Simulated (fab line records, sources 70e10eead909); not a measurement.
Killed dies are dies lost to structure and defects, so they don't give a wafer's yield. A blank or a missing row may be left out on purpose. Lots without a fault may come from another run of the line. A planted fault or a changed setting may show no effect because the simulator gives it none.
A struck lot beside a sound one | flow nand_harc | 16 steps out of a route of 1302
Sound: wafers L289.1, L289.4, L289.6. Struck: wafers L301.2, L301.5, L301.6. The cause comes at the end.
At each step with rows: each side's tool, then ch and its chambers, then its first start. Under that, the readings that differ: sound wafers | struck wafers | difference of the means | sigmas: that difference in standard deviations of wafers without a fault.
alike: readings whose means differ by less than 2 such deviations, and words and numbers that are the same on both sides. not compared: withheld readings, readings that some wafer has no value for, bounds like >300 that may hide the same value, and numbers for which the record gives no deviation and whose values overlap.
The two part at a step that has a row with sigmas, a row that says differs or no value, or rows on one side only. Numbers that don't overlap but have no deviation are shown without sigmas and don't part them. A reading that every wafer of one side lacks parts them only if that side has two wafers or more.

NHARC_A_DECK1_JOINT_INSPECT_05:
  sound on defect_inspect-02, day 15 01:41; struck on defect_inspect-01, day 20 04:35
  alike: raw_defect_count
then, 1 step without rows for these wafers: NHARC_A_ONON_D2_DEP_00 (target thk 1000 nm).
NHARC_A_ONON_D2_THK_MEAS_02: measures by ellipsometry.
  sound on film_metro-02, day 15 02:16; struck on film_metro-01, day 20 05:10
  alike: thk_nm
then, 1 step without rows for these wafers: NHARC_A_ONON_D2_DEP_03 (target thk 1000 nm).
NHARC_A_ONON_D2_THK_MEAS_05: measures by ellipsometry.
  sound on film_metro-01, day 15 02:49; struck on film_metro-02, day 20 05:44
  reading     | sound          | struck      | difference | sigmas
  thk_nm (nm) | 1009 1007 1008 | 988 990 989 | -19        | -2
then, 1 step without rows for these wafers: NHARC_A_ONON_D2_DEP_06 (target thk 1000 nm).
NHARC_A_ONON_D2_THK_MEAS_08: measures by ellipsometry.
  sound on film_metro-01, day 15 03:23; struck on film_metro-02, day 20 06:17
  alike: thk_nm
then, 1 step without rows for these wafers: NHARC_A_ONON_D2_DEP_09 (target thk 1000 nm).
NHARC_A_ONON_D2_THK_MEAS_11: measures by ellipsometry.
  sound on film_metro-01, day 15 03:58; struck on film_metro-02, day 20 06:52
  alike: thk_nm
then, 1 step without rows for these wafers: NHARC_A_ONON_D2_DEP_12 (target thk 1000 nm).
NHARC_A_ONON_D2_THK_MEAS_14: measures by ellipsometry.
  sound on film_metro-02, day 15 04:31; struck on film_metro-01, day 20 07:26
  alike: thk_nm
then, 1 step without rows for these wafers: NHARC_A_ONON_D2_ANNEAL_15 (time 3600 s).
NHARC_A_ONON_D2_DEP_16: target thk 1000 nm.
  sound on pecvd_onon-02 ch 0, day 15 14:25; struck on pecvd_onon-02 ch 0, day 20 14:42
  alike: susceptor_temp_C
NHARC_A_ONON_D2_THK_MEAS_18: measures by ellipsometry.
  sound on film_metro-01, day 15 14:55; struck on film_metro-02, day 20 15:09
  reading     | sound       | struck         | difference | sigmas
  thk_nm (nm) | 996 996 997 | 1549 1550 1551 | +554       | +60
then, 1 step without rows for these wafers: NHARC_A_ONON_D2_DEP_19 (target thk 1000 nm).
-- the record jumps here: 11 days lie between the struck wafers' starts before and after (it left off in module A_ONON_D2 and takes up again in module END, whose first step shown is number 1302 of the route) --
NHARC_END_SORT_01:
  the record has rows for the struck wafers here (prober-02 ch 0, day 31 21:31) and none for the sound ones

WHERE THEY PART
First at NHARC_A_ONON_D2_THK_MEAS_05; last, within this record, at NHARC_END_SORT_01.

WHY: what the simulator had put in
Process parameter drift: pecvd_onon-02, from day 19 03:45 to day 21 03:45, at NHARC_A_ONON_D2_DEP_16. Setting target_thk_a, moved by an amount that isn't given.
